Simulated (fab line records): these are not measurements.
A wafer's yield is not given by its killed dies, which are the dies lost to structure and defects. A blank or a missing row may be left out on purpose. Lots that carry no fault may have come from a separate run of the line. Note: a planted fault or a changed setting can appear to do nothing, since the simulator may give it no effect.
Chamber matching + flow nand_harc + 4 sister chambers for NHARC_A_CONTACT_DESCUM_74 on rie_diel-05
The step chemistry O2, time 3 s. 36 wafers are shown with their chamber, then 12 later ones without.

WAFERS PAIRED WITH THEIR CHAMBERS
| wafer  | chamber | showerhead_plenum_p_Torr (Torr) | drypump_motor_current_A (A) | oes_product_au (a.u.) |
|--------|---------|---------------------------------|-----------------------------|-----------------------|
| L076.1 | 0       | 1.79                            | 5.8                         | 1.004                 |
| L076.2 | 2       | 1.82                            | 6.6                         | 0.998                 |
| L076.6 | 3       | 1.99                            | 5.7                         | 0.983                 |
| L075.3 | 1       | 1.80                            | 5.2                         | 0.987                 |
| L075.4 | 3       | 1.99                            | 5.6                         | 0.979                 |
| L075.5 | 2       | 1.82                            | 6.7                         | 0.988                 |
| L077.1 | 1       | 1.80                            | 5.2                         | 0.985                 |
| L077.2 | 3       | 1.99                            | 5.7                         | 0.964                 |
| L077.4 | 0       | 1.79                            | 5.8                         | 1.008                 |
| L080.1 | 2       | 1.81                            | 6.6                         | 0.995                 |
| L080.4 | 1       | 1.79                            | 5.2                         | 0.992                 |
| L080.5 | 2       | 1.81                            | 6.7                         | 0.999                 |
| L079.1 | 2       | 1.81                            | 6.6                         | 0.998                 |
| L079.3 | 0       | 1.78                            | 5.9                         | 0.992                 |
| L079.5 | 0       | 1.79                            | 5.8                         | 0.990                 |
| L081.2 | 2       | 1.81                            | 6.6                         | 0.996                 |
| L081.3 | 3       | 1.99                            | 5.7                         | 0.990                 |
| L081.4 | 1       | 1.79                            | 5.2                         | 1.004                 |
| L084.3 | 1       | 1.79                            | 5.2                         | 0.996                 |
| L084.4 | 3       | 1.99                            | 5.7                         | 0.993                 |
| L084.5 | 1       | 1.79                            | 5.2                         | 0.994                 |
| L087.2 | 1       | 1.79                            | 5.2                         | 1.015                 |
| L087.3 | 0       | 1.78                            | 5.8                         | 1.008                 |
| L087.5 | 3       | 1.99                            | 5.7                         | 0.993                 |
| L088.2 | 3       | 1.99                            | 5.7                         | 0.986                 |
| L088.3 | 2       | 1.81                            | 6.6                         | 0.987                 |
| L088.4 | 1       | 1.79                            | 5.2                         | 1.002                 |
| L086.1 | 2       | 1.81                            | 6.6                         | 0.996                 |
| L086.3 | 0       | 1.78                            | 5.8                         | 0.997                 |
| L086.5 | 0       | 1.78                            | 5.8                         | 0.999                 |
| L089.4 | 0       | 1.78                            | 5.8                         | 1.008                 |
| L089.5 | 1       | 1.79                            | 5.2                         | 1.007                 |
| L089.6 | 2       | 1.81                            | 6.7                         | 1.000                 |
| L085.3 | 3       | 1.99                            | 5.6                         | 0.978                 |
| L085.4 | 1       | 1.79                            | 5.2                         | 0.989                 |
| L085.5 | 0       | 1.78                            | 5.9                         | 1.005                 |

SIGNATURES (means of the wafers above)
| reading                  | chamber 0 | chamber 1 | chamber 2 | chamber 3 | scatter within a chamber |
|--------------------------|-----------|-----------|-----------|-----------|--------------------------|
| showerhead_plenum_p_Torr | 1.7833    | 1.7920    | 1.8122    | 1.9900    | 0.00401                  |
| drypump_motor_current_A  | 5.822     | 5.200     | 6.633     | 5.675     | 0.0397                   |
| oes_product_au           | 1.00122   | 0.99710   | 0.99522   | 0.98325   | 0.00804                  |
Rule: for a wafer and a chamber, the distance is found by dividing, reading by reading, the gap between the wafer's reading and the chamber's mean by the reading's scatter, squaring, summing and taking the root. The wafer belongs to the nearest chamber; if the next one is less than 2 further off, it can't be placed. The scatter: take each reading less its chamber's mean, square it, sum over the shown wafers, divide by the number of wafers less the number of chambers, and take the root.

WAFERS MISSING THEIR CHAMBER
| wafer  | showerhead_plenum_p_Torr (Torr) | drypump_motor_current_A (A) | oes_product_au (a.u.) |
|--------|---------------------------------|-----------------------------|-----------------------|
| L092.2 | 1.79                            | 5.2                         | 0.995                 |
| L092.3 | 1.98                            | 5.6                         | 0.971                 |
| L092.6 | 1.81                            | 6.7                         | 0.987                 |
| L091.1 | 1.78                            | 5.8                         | 1.000                 |
| L091.2 | 1.98                            | 5.7                         | 0.984                 |
| L091.6 | 1.79                            | 5.2                         | 0.996                 |
| L090.2 | 1.79                            | 5.2                         | 0.990                 |
| L090.4 | 1.78                            | 5.8                         | 0.994                 |
| L090.6 | 1.81                            | 6.6                         | 0.988                 |
| L097.1 | 1.81                            | 6.6                         | 1.000                 |
| L097.2 | 1.79                            | 5.2                         | 0.986                 |
| L097.5 | 1.98                            | 5.7                         | 0.974                 |

THE CHAMBER EACH PASSED THROUGH
| wafer  | from the rows above | in truth |
|--------|---------------------|----------|
| L092.2 | 1                   | 1        |
| L092.3 | 3                   | 3        |
| L092.6 | 2                   | 2        |
| L091.1 | 0                   | 0        |
| L091.2 | 3                   | 3        |
| L091.6 | 1                   | 1        |
| L090.2 | 1                   | 1        |
| L090.4 | 0                   | 0        |
| L090.6 | 2                   | 2        |
| L097.1 | 2                   | 2        |
| L097.2 | 1                   | 1        |
| L097.5 | 3                   | 3        |
Placed correctly: 12 of 12. Can't be placed from these rows: 0. Wrongly placed: 0.
